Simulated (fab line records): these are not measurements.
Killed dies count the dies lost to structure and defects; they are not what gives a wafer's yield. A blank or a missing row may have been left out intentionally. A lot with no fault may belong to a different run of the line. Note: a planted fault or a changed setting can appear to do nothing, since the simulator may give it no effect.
fab line records	flow nand_harc
record: lots: 6	wafers: 18	last_day: 24
route steps=1159 shown A_STAIRCASE@538 END@1159
lots that met no fault: taken from a fault-free run of the same line
start_h: the number of hours between the record's first day and the start of the first shown wafer of the lot	wait_h: hours since the lot's step before	" same as the row above	L1.1+2: several wafers, shown together as one row	- value missing, or start not given	* or withheld: withheld	< > ~ a bound
route shown NAME@n: NAME is a module with steps in the file, n the number in the route of the first one	usual: the fault-free wafers' mean and standard deviation	same: alike in all rows	chamber/n: place in a boat	sites: readings site by site	_std_site: standard deviation of those values	_edge_site: inner sites' mean taken away from outer sites' mean	radius_mm: how far each site lies from the wafer's centre	mask NAME#n: copy n	behind: tool/chamber where the wafer was last shaped	hold: reason for holding the lot/hours on hold/outcome of the hold	device: which transistor (n, p or np) failed to switch	end of line: tests run on the same wafers once the route is complete	for a step that has no rows: nothing shown but its recipe	killed: the dies lost at the first sort to structure and to defects; this is not the yield of the wafer	map: shows each die of a wafer: x if killed, . if not, _ if none is there
set.NAME: setting as actually run; set.NAME@STEP: the setting as run at that earlier step	model.NAME: the simulator's own value behind a step, which no gauge read
lots at some steps of the route; a table a step, a row a wafer
services: the hour from which a tool's chamber was out of use, counted from the record's first day as start_h (under 0 if before that day), plus the number of hours and why
== steps ==
step: NHARC_A_STAIRCASE_HMDS_02
recipe: time_s: 30
step: NHARC_A_STAIRCASE_COAT_03
recipe: spin_rpm: 1200
step: NHARC_A_STAIRCASE_SOFTBAKE_04
recipe: temp_c: 135	time_s: 170
step: NHARC_A_STAIRCASE_EBR_05
step: NHARC_A_STAIRCASE_EXPOSE_06
recipe: na: 0.5	dose_mj: 25.43	mask_id: STAIR
step: NHARC_A_STAIRCASE_PEB_07
recipe: peb_temp_c: 115	peb_time_s: 130
step: NHARC_A_STAIRCASE_DEVELOP_08
recipe: time_s: 140
step: NHARC_A_STAIRCASE_HARDBAKE_10
recipe: temp_c: 120	time_s: 140
step: NHARC_A_STAIRCASE_DESCUM_11
recipe: time_s: 3	o2_flow_sccm: 200	ar_flow_sccm: 0	bias_power_w: 0	chemistry: O2
usual: drypump_motor_current_A: 5.9/0.35	oes_product_au: 0.998/0.007	rf_vpp_V: 57.8/0.95	showerhead_plenum_p_Torr: 1.94/0.097	throttle_valve_pct: 11.311/0.0088
same: time_s: 3
lot.wafer	tool	chamber	start_h	wait_h	drypump_motor_current_A	oes_product_au	rf_hours_counter_h	rf_vpp_V	showerhead_plenum_p_Torr	throttle_valve_pct
L658.4	rie_diel-02	1	246.74	-	6.3	1.013	32	56.5	1.79	11.312
L658.3	"	2	"	"	5.3	0.992	33	58.9	1.89	11.317
L658.1	"	3	"	"	6.5	1.001	30	58.8	1.79	11.305
L663.3	rie_diel-12	0	273.63	-	5.8	1.000	20	57.3	2.07	11.315
L663.4	"	2	"	"	5.8	0.996	21	58.1	1.94	11.315
L663.5	"	3	"	"	5.5	1.001	-	58.0	2.00	11.312
L677.1	rie_diel-02	2	342.34	-	5.3	0.999	3	57.9	1.88	11.303
L677.4	"	3	"	"	6.4	1.000	3	57.0	1.78	11.320
L677.5	"	2	"	"	5.3	0.992	-	57.2	1.88	11.304
L674.3	rie_diel-12	0	342.43	-	5.8	0.986	50	59.2	2.06	11.310
L674.1	"	1	"	"	5.9	0.991	48	59.2	2.04	11.301
L674.4	"	3	"	"	5.5	0.987	-	58.6	1.99	11.301
L680.3	rie_diel-12	0	372.50	-	5.7	0.997	60	58.2	2.06	11.305
L680.5	"	3	"	"	5.5	0.988	-	58.2	1.99	11.290
L680.6	"	0	"	"	5.8	0.990	-	57.8	2.06	11.308
L678.3	rie_diel-02	0	377.72	-	5.7	1.004	16	56.6	1.79	11.305
L678.4	"	1	"	"	6.3	0.996	13	57.0	1.78	11.306
L678.6	"	0	"	"	5.7	1.005	-	57.7	1.79	11.313
step: NHARC_A_STAIRCASE_TRIM_12
recipe: time_s: 211.2	o2_flow_sccm: 500	ar_flow_sccm: 0	bias_w: 0	chemistry: O2
usual: chamber_pressure_mTorr: 60.01/0.048	drypump_motor_current_A: 5.9/0.36	oes_product_au: 1.000/0.0083	rf_vpp_V: 57.7/0.92	showerhead_plenum_p_Torr: 3.57/0.16	throttle_valve_pct: 17.037/0.0082
same: bias_w: 0	time_s: 211.2
lot.wafer	tool	chamber	start_h	wait_h	chamber_pressure_mTorr	drypump_motor_current_A	oes_product_au	rf_hours_counter_h	rf_vpp_V	showerhead_plenum_p_Torr	throttle_valve_pct
L658.1	rie_diel-02	2	246.83	0.1	60.13	5.3	0.992	33	57.6	3.49	17.037
L658.4	"	0	"	"	60.01	5.7	1.006	29	57.3	3.34	17.032
L658.3	"	1	"	"	59.99	6.3	1.009	32	56.5	3.32	17.033
L663.3	rie_diel-12	0	273.72	0.1	59.97	5.8	0.992	20	58.4	3.80	17.040
L663.4	"	2	"	"	59.94	5.8	0.998	21	58.2	3.57	17.036
L663.5	"	3	"	"	60.10	5.5	0.992	-	59.0	3.67	17.043
L677.4	rie_diel-02	3	342.51	0.2	59.94	6.4	1.005	3	57.6	3.31	17.040
L677.1	"	0	"	"	59.91	5.7	1.017	3	56.7	3.32	17.043
L677.5	"	2	"	"	60.01	5.3	0.990	-	58.2	3.47	17.042
L674.3	rie_diel-12	3	342.71	0.3	60.02	5.5	0.994	49	57.4	3.66	17.047
L674.1	"	1	"	"	59.94	5.9	0.999	48	58.7	3.75	17.020
L674.4	"	0	"	"	59.99	5.8	0.991	-	58.6	3.78	17.034
L680.3	rie_diel-12	2	372.61	0.1	60.01	5.8	0.987	49	57.8	3.55	17.038
L680.5	"	0	"	"	60.00	5.8	0.992	-	57.9	3.77	17.043
L680.6	"	1	"	"	60.00	5.9	0.994	-	59.6	3.74	17.038
L678.3	rie_diel-02	3	377.81	0.1	60.08	6.4	1.004	17	57.0	3.30	17.033
L678.4	"	2	"	"	59.95	5.3	1.001	17	55.9	3.46	17.041
L678.6	"	0	"	"	59.96	5.7	1.004	-	56.9	3.31	17.046
step: NHARC_A_STAIRCASE_ETCH_13
recipe: target_depth_a: 1000	time_s: 40.5	ion_energy_ev: 400	c4f8_flow_sccm: 20	o2_flow_sccm: 10	ar_flow_sccm: withheld	rf_w: 600	bias_w: 1000	chemistry: C4F8/O2
usual: oes_product_au: 0.935/0.012	rf_vpp_V: 897/6
same: time_s: 40.5
lot.wafer	tool	chamber	start_h	wait_h	oes_product_au	rf_hours_counter_h	rf_vpp_V
L658.1	rie_diel-02	3	-	-	0.944	31	889
L658.4	"	0	"	"	0.947	29	890
L658.3	"	2	"	"	0.928	34	895
L663.3	rie_diel-12	3	-	-	0.935	21	899
L663.4	"	1	"	"	0.946	20	904
L663.5	"	3	"	"	0.931	-	902
L677.4	rie_diel-02	1	-	-	0.937	1	888
L677.1	"	2	"	"	0.911	3	893
L677.5	"	0	"	"	0.947	-	887
L674.1	rie_diel-12	3	-	-	0.912	49	902
L674.3	"	0	"	"	0.910	50	905
L674.4	"	3	"	"	0.923	-	900
L680.3	rie_diel-12	0	-	-	0.928	60	905
L680.6	"	3	"	"	0.942	-	901
L680.5	"	0	"	"	0.946	-	905
L678.3	rie_diel-02	0	-	-	0.934	16	888
L678.4	"	1	"	"	0.939	13	887
L678.6	"	3	"	"	0.937	-	889
step: NHARC_A_STAIRCASE_TRIM_14
recipe: time_s: 211.2	o2_flow_sccm: 500	ar_flow_sccm: 0	bias_w: 0	chemistry: O2
usual: bias_w: 0/0	chamber_pressure_mTorr: 60.00/0.054	drypump_motor_current_A: 5.9/0.36	oes_product_au: 0.998/0.0078	rf_vpp_V: 58.0/0.9	showerhead_plenum_p_Torr: 3.57/0.16	throttle_valve_pct: 17.036/0.0089	time_s: 211.2/0
lot.wafer	tool	chamber	start_h	wait_h	bias_w	chamber_pressure_mTorr	drypump_motor_current_A	oes_product_au	rf_hours_counter_h	rf_vpp_V	showerhead_plenum_p_Torr	throttle_valve_pct	time_s
L658.1	rie_diel-02	1	247.06	-	0	60.06	6.3	1.001	32	58.9	3.32	17.044	211.2
L658.3	"	3	"	"	0	59.94	6.4	1.021	31	56.0	3.32	17.036	211.2
L658.4	"	0	"	"	0	60.11	5.7	1.006	29	57.3	3.34	17.048	211.2
L663.4	rie_diel-12	0	273.93	-	0	59.94	5.8	0.995	20	58.6	3.80	17.027	211.2
L663.3	"	2	"	"	0	60.01	5.8	0.987	21	58.5	3.57	17.031	211.2
L663.5	"	0	"	"	0	60.04	5.8	0.985	-	59.2	3.80	17.033	211.2
L677.4	rie_diel-02	0	342.97	-	-	-	-	-	-	-	-	-	-
L677.1	"	2	"	"	-	-	-	-	-	-	-	-	-
L677.5	"	0	"	"	-	-	-	-	-	-	-	-	-
L674.1	rie_diel-12	3	343.15	-	-	-	-	-	-	-	-	-	-
L674.3	"	0	"	"	-	-	-	-	-	-	-	-	-
L674.4	"	0	"	"	-	-	-	-	-	-	-	-	-
L680.3	rie_diel-12	3	372.85	-	0	59.92	5.5	1.003	59	58.9	3.65	17.016	211.2
L680.6	"	0	"	"	0	60.01	5.8	0.990	-	59.2	3.77	17.042	211.2
L680.5	"	1	"	"	0	60.02	5.9	1.000	-	59.0	3.74	17.046	211.2
L678.3	rie_diel-02	1	378.14	-	0	60.03	6.3	0.997	13	57.4	3.30	17.030	211.2
L678.4	"	3	"	"	0	59.95	6.4	1.000	18	57.6	3.30	17.046	211.2
L678.6	"	1	"	"	0	60.04	6.3	1.005	-	57.4	3.30	17.041	211.2
step: NHARC_A_STAIRCASE_ETCH_15
recipe: target_depth_a: 1000	time_s: 40.5	ion_energy_ev: 400	c4f8_flow_sccm: 20	o2_flow_sccm: 10	ar_flow_sccm: withheld	rf_w: 600	bias_w: 1000	chemistry: C4F8/O2
usual: oes_product_au: 0.939/0.012	rf_vpp_V: 897/6
same: time_s: 40.5
lot.wafer	tool	chamber	start_h	wait_h	oes_product_au	rf_hours_counter_h	rf_vpp_V
L658.1	rie_diel-02	3	-	-	0.943	31	889
L658.3	"	0	"	"	0.945	29	889
L658.4	"	1	"	"	0.940	32	886
L663.4	rie_diel-12	0	-	-	0.940	21	905
L663.3	"	1	"	"	0.944	20	906
L663.5	"	3	"	"	0.953	-	901
L677.1	rie_diel-02	2	-	-	0.947	3	893
L677.4	"	3	"	"	0.941	4	888
L677.5	"	2	"	"	0.946	-	892
L674.3	rie_diel-12	0	-	-	0.920	50	906
L674.1	"	3	"	"	0.925	50	901
L674.4	"	0	"	"	0.921	-	905
L680.3	rie_diel-12	0	-	-	0.937	60	905
L680.5	"	2	"	"	0.952	-	898
L680.6	"	3	"	"	0.960	-	901
L678.3	rie_diel-02	3	-	-	0.944	18	887
L678.4	"	0	"	"	0.956	16	888
L678.6	"	2	"	"	0.939	-	893
step: NHARC_END_SORT_01
recipe: temp_c: 25
usual: killed_at_array: 29/12	killed_at_other: 0.7/1	killed_at_periphery: 4/3.2	killed_dies: 34/12	killed_open: 3.4/2	killed_short: 1.8/1.3
same: gross_dies: 677
lot.wafer	tool	chamber	start_h	wait_h	hold	killed_at_array	killed_at_other	killed_at_periphery	killed_dies	killed_open	killed_short
L658.1	prober-02	0	460.91	2.5	-	33	0	8	41	8	2
L658.3	prober-02	0	462.51	3.1	-	26	0	5	31	3	2
L658.4	prober-02	0	463.31	3.4	-	31	0	8	39	6	0
L663.3	prober-02	0	481.91	3.0	-	30	0	0	30	1	1
L663.4	prober-02	0	482.69	3.3	-	17	0	4	21	3	2
L663.5	prober-02	0	483.48	3.6	-	24	0	0	24	3	0
L674.1	prober-01	0	544.53	2.5	await_dispo/1.5h/scrap	668	1	8	677	7	2
L674.3	prober-01	0	546.12	3.1	await_dispo/1.5h/scrap	672	0	5	677	2	1
L674.4	prober-01	0	546.92	3.4	await_dispo/1.5h/scrap	672	0	5	677	3	2
L677.1	prober-02	0	566.08	2.4	await_dispo/2.6h/scrap	672	0	5	677	5	2
L677.4	prober-02	0	568.51	3.4	await_dispo/2.6h/scrap	675	1	1	677	4	1
L677.5	prober-02	0	569.31	3.7	await_dispo/2.6h/scrap	676	1	0	677	6	1
L680.3	prober-02	0	583.34	3.1	-	43	0	2	45	5	0
L680.5	prober-02	0	584.94	3.7	-	46	0	2	48	1	2
L680.6	prober-02	0	585.74	4.0	-	48	0	1	49	3	4
L678.3	prober-01	0	584.39	3.1	-	28	1	2	31	3	2
L678.4	prober-01	0	585.19	3.4	-	29	0	4	33	4	3
L678.6	prober-01	0	586.78	4.0	-	31	0	4	35	8	2
killed by level:class
L658.1 A_CHANNEL_HOLE_D1:chamber_film_flake=14 A_SLIT:chamber_film_flake=8 P_ZERO_WELL:chamber_film_flake=3 A_CONTACT:chamber_film_flake=3 P_M0:geometric_particle:open=2 A_WL_FILL:geometric_particle:open=2 A_CHANNEL_FILL_D1:chamber_film_flake=2 P_M1:geometric_particle:open=1
L658.3 A_CHANNEL_HOLE_D1:chamber_film_flake=11 A_SLIT:chamber_film_flake=9 P_M1:geometric_particle:short=2 P_M0:geometric_particle:open=1 A_CHANNEL_FILL_D1:geometric_particle:open=1 A_CONTACT:geometric_particle:open=1 P_M0:chamber_film_flake=1 P_BONDPAD:chamber_film_flake=1
L658.4 A_SLIT:chamber_film_flake=14 A_CHANNEL_HOLE_D1:chamber_film_flake=12 P_GATE:geometric_particle:open=2 P_GATE:chamber_film_flake=2 A_CONTACT:chamber_film_flake=2 P_CONTACT:geometric_particle:open=1 P_M0:geometric_particle:open=1 A_CONTACT:geometric_particle:open=1
L663.3 A_SLIT:chamber_film_flake=18 A_CHANNEL_HOLE_D1:chamber_film_flake=3 A_STAIRCASE:chamber_film_flake=2 A_BONDPAD:chamber_film_flake=2 A_CONTACT:chamber_film_flake=2 A_ONON_D1:geometric_particle:short=1 A_CONTACT:geometric_particle:open=1 A_M0:chamber_film_flake=1
L663.4 A_SLIT:chamber_film_flake=9 P_M0:geometric_particle:open=2 A_CHANNEL_HOLE_D1:chamber_film_flake=2 A_CONTACT:chamber_film_flake=2 A_BONDPAD:chamber_film_flake=2 P_M1:geometric_particle:short=1 A_WL_FILL:geometric_particle:short=1 A_CONTACT:geometric_particle:open=1
L663.5 A_SLIT:chamber_film_flake=13 A_CHANNEL_HOLE_D1:chamber_film_flake=3 A_CONTACT:chamber_film_flake=2 A_M0:chamber_film_flake=2 A_CHANNEL_FILL_D1:geometric_particle:open=1 A_SGD_CUT:geometric_particle:open=1 A_BLC:geometric_particle:open=1 A_STAIRCASE:chamber_film_flake=1
L674.1 A_STAIRCASE:area_trim=631 A_SLIT:chamber_film_flake=15 A_CHANNEL_HOLE_D1:chamber_film_flake=12 P_GATE:chamber_film_flake=3 A_CONTACT:geometric_particle:open=2 A_M0:geometric_particle:open=2 P_M1:chamber_film_flake=2 A_CONTACT:chamber_film_flake=2
L674.3 A_STAIRCASE:area_trim=630 A_SLIT:chamber_film_flake=17 A_CHANNEL_HOLE_D1:chamber_film_flake=12 A_CONTACT:chamber_film_flake=6 P_M1:chamber_film_flake=4 A_STAIRCASE:chamber_film_flake=4 A_WL_FILL:geometric_particle:short=1 A_WL_FILL:geometric_particle:open=1
L674.4 A_STAIRCASE:area_trim=635 A_SLIT:chamber_film_flake=15 A_CHANNEL_HOLE_D1:chamber_film_flake=12 P_CONTACT:chamber_film_flake=3 A_CONTACT:chamber_film_flake=3 A_STAIRCASE:chamber_film_flake=2 P_GATE:geometric_particle:open=1 A_CHANNEL_FILL_D1:geometric_particle:open=1
L677.1 A_STAIRCASE:area_trim=626 A_SLIT:chamber_film_flake=18 A_CHANNEL_HOLE_D1:chamber_film_flake=17 A_CONTACT:chamber_film_flake=7 A_SOURCE_PLATE:geometric_particle:short=2 P_GATE:geometric_particle:open=1 P_CONTACT:geometric_particle:open=1 P_M1:geometric_particle:open=1
L677.4 A_STAIRCASE:area_trim=613 A_CHANNEL_HOLE_D1:chamber_film_flake=26 A_SLIT:chamber_film_flake=21 A_CONTACT:chamber_film_flake=8 A_CHANNEL_FILL_D1:chamber_film_flake=3 A_CHANNEL_FILL_D1:geometric_particle:open=1 A_CHANNEL_FILL_D1:geometric_particle:short=1 A_WL_FILL:geometric_particle:open=1
L677.5 A_STAIRCASE:area_trim=631 A_CHANNEL_HOLE_D1:chamber_film_flake=16 A_SLIT:chamber_film_flake=15 A_CONTACT:chamber_film_flake=5 A_ONON_D1:geometric_particle:open=2 A_SOURCE_PLATE:geometric_particle:open=1 A_CHANNEL_HOLE_D1:geometric_particle:short=1 A_CONTACT:geometric_particle:open=1
L680.3 A_SLIT:chamber_film_flake=18 A_CHANNEL_HOLE_D1:chamber_film_flake=12 A_CONTACT:geometric_particle:open=3 A_STAIRCASE:chamber_film_flake=3 A_CONTACT:chamber_film_flake=3 A_SOURCE_PLATE:geometric_particle:open=1 A_WL_FILL:geometric_particle:open=1 P_ZERO_WELL:chamber_film_flake=1
L678.3 A_CHANNEL_HOLE_D1:chamber_film_flake=12 A_CONTACT:chamber_film_flake=8 A_CHANNEL_FILL_D1:chamber_film_flake=3 A_M0:geometric_particle:open=2 A_ONON_D1:geometric_particle:short=1 A_SGD_CUT:geometric_particle:open=1 P_STI:chamber_film_flake=1 P_GATE:chamber_film_flake=1
L680.5 A_SLIT:chamber_film_flake=20 A_STAIRCASE:chamber_film_flake=9 A_CHANNEL_HOLE_D1:chamber_film_flake=8 A_WL_FILL:chamber_film_flake=2 A_CONTACT:chamber_film_flake=2 A_M1:chamber_film_flake=2 P_GATE:geometric_particle:open=1 A_ONON_D1:geometric_particle:short=1
L678.4 A_CONTACT:chamber_film_flake=12 A_CHANNEL_HOLE_D1:chamber_film_flake=10 P_M0:geometric_particle:open=1 P_M0:geometric_particle:short=1 A_ONON_D1:geometric_particle:short=1 A_CHANNEL_FILL_D1:geometric_particle:open=1 A_STAIRCASE:geometric_particle:open=1 A_WL_FILL:geometric_particle:open=1
L680.6 A_SLIT:chamber_film_flake=24 A_STAIRCASE:chamber_film_flake=4 A_WL_FILL:chamber_film_flake=3 A_CONTACT:chamber_film_flake=3 A_M1:chamber_film_flake=3 A_WL_FILL:geometric_particle:short=2 A_CHANNEL_HOLE_D1:chamber_film_flake=2 A_ONON_D1:geometric_particle:open=1
L678.6 A_CHANNEL_HOLE_D1:chamber_film_flake=13 A_CONTACT:chamber_film_flake=5 P_GATE:geometric_particle:open=2 A_M0:geometric_particle:open=2 P_ZERO_WELL:chamber_film_flake=2 A_CHANNEL_FILL_D1:chamber_film_flake=2 A_WL_FILL:chamber_film_flake=2 A_ONON_D1:geometric_particle:open=1
map L674.1 (x killed, . not)
____________x____________
_________xxxxxxx_________
_______xxxxxxxxxxx_______
______xxxxxxxxxxxxx______
_____xxxxxxxxxxxxxxx_____
____xxxxxxxxxxxxxxxxx____
____xxxxxxxxxxxxxxxxx____
___xxxxxxxxxxxxxxxxxxx___
___xxxxxxxxxxxxxxxxxxx___
__xxxxxxxxxxxxxxxxxxxxx__
__xxxxxxxxxxxxxxxxxxxxx__
_xxxxxxxxxxxxxxxxxxxxxxx_
_xxxxxxxxxxxxxxxxxxxxxxx_
_xxxxxxxxxxxxxxxxxxxxxxx_
_xxxxxxxxxxxxxxxxxxxxxxx_
_xxxxxxxxxxxxxxxxxxxxxxx_
xxxxxxxxxxxxxxxxxxxxxxxxx
xxxxxxxxxxxxxxxxxxxxxxxxx
xxxxxxxxxxxxxxxxxxxxxxxxx
xxxxxxxxxxxxxxxxxxxxxxxxx
xxxxxxxxxxxxxxxxxxxxxxxxx
_xxxxxxxxxxxxxxxxxxxxxxx_
_xxxxxxxxxxxxxxxxxxxxxxx_
_xxxxxxxxxxxxxxxxxxxxxxx_
_xxxxxxxxxxxxxxxxxxxxxxx_
_xxxxxxxxxxxxxxxxxxxxxxx_
__xxxxxxxxxxxxxxxxxxxxx__
__xxxxxxxxxxxxxxxxxxxxx__
___xxxxxxxxxxxxxxxxxxx___
___xxxxxxxxxxxxxxxxxxx___
____xxxxxxxxxxxxxxxxx____
____xxxxxxxxxxxxxxxxx____
_____xxxxxxxxxxxxxxx_____
______xxxxxxxxxxxxx______
_______xxxxxxxxxxx_______
_________xxxxxxx_________
____________x____________
map L677.1 (x killed, . not)
____________x____________
_________xxxxxxx_________
_______xxxxxxxxxxx_______
______xxxxxxxxxxxxx______
_____xxxxxxxxxxxxxxx_____
____xxxxxxxxxxxxxxxxx____
____xxxxxxxxxxxxxxxxx____
___xxxxxxxxxxxxxxxxxxx___
___xxxxxxxxxxxxxxxxxxx___
__xxxxxxxxxxxxxxxxxxxxx__
__xxxxxxxxxxxxxxxxxxxxx__
_xxxxxxxxxxxxxxxxxxxxxxx_
_xxxxxxxxxxxxxxxxxxxxxxx_
_xxxxxxxxxxxxxxxxxxxxxxx_
_xxxxxxxxxxxxxxxxxxxxxxx_
_xxxxxxxxxxxxxxxxxxxxxxx_
xxxxxxxxxxxxxxxxxxxxxxxxx
xxxxxxxxxxxxxxxxxxxxxxxxx
xxxxxxxxxxxxxxxxxxxxxxxxx
xxxxxxxxxxxxxxxxxxxxxxxxx
xxxxxxxxxxxxxxxxxxxxxxxxx
_xxxxxxxxxxxxxxxxxxxxxxx_
_xxxxxxxxxxxxxxxxxxxxxxx_
_xxxxxxxxxxxxxxxxxxxxxxx_
_xxxxxxxxxxxxxxxxxxxxxxx_
_xxxxxxxxxxxxxxxxxxxxxxx_
__xxxxxxxxxxxxxxxxxxxxx__
__xxxxxxxxxxxxxxxxxxxxx__
___xxxxxxxxxxxxxxxxxxx___
___xxxxxxxxxxxxxxxxxxx___
____xxxxxxxxxxxxxxxxx____
____xxxxxxxxxxxxxxxxx____
_____xxxxxxxxxxxxxxx_____
______xxxxxxxxxxxxx______
_______xxxxxxxxxxx_______
_________xxxxxxx_________
____________x____________
== services ==
tool	chamber	start_h	hours	kind
rie_diel-02	0	224.67	5.0	repair
rie_diel-02	3	227.64	13.0	repair
rie_diel-02	0	233.84	-	clean
rie_diel-02	1	233.84	-	clean
rie_diel-02	2	233.84	-	clean
rie_diel-12	0	235.99	-	clean
rie_diel-12	1	235.99	-	clean
rie_diel-12	2	235.99	-	clean
rie_diel-12	3	235.99	-	clean
rie_diel-02	0	258.34	-	clean
rie_diel-02	1	258.34	-	clean
rie_diel-02	2	258.34	-	clean
rie_diel-02	3	258.34	-	clean
rie_diel-12	0	260.50	-	clean
rie_diel-12	1	260.50	-	clean
rie_diel-12	2	260.50	-	clean
rie_diel-12	3	260.50	-	clean
rie_diel-02	2	269.84	3.8	repair
rie_diel-02	0	282.97	-	clean
rie_diel-02	1	282.97	-	clean
rie_diel-02	2	282.97	-	clean
rie_diel-02	1	290.03	6.3	repair
rie_diel-02	-	328.07	9.0	pm
rie_diel-12	2	339.80	17.4	repair
== key ==
first_sign: step: NHARC_A_STAIRCASE_TRIM_14	reading: tool_record	direction: missing
effect: step: NHARC_END_SORT_01	reading: killed_dies	direction: up	sigmas: 55	usual: 34	struck: 677
more_kills_born_at: NHARC_A_STAIRCASE_TRIM_14@rie_diel-12: 1896	NHARC_A_STAIRCASE_TRIM_14@rie_diel-02: 1870
met_at NHARC_A_STAIRCASE_TRIM_14
struck_wafers L674.1,L674.3,L674.4,L677.1,L677.4,L677.5
later_rows_left_out L674.1,L674.3,L674.4,L677.1,L677.4,L677.5
tester_left_out L674,L677
onset_between 273.93 342.97
fault: kind: skipped_step_whole	tool: rie_diel-02,rie_diel-12	chamber: -	onset_h: 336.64	steps: NHARC_A_STAIRCASE_TRIM_14	scope: struck_lots_only
tester_left_out: of these lots the tester's yield and bins aren't shown, on N5 and GAA mostly nor the transistor test; their killed dies are dies lost to structure and defects alone, not to doping, threshold or leakage, so they don't give the yield
later_rows_left_out: the simulator's readings of these wafers behind a module that went badly wrong aren't trusted and aren't shown, but for the sort
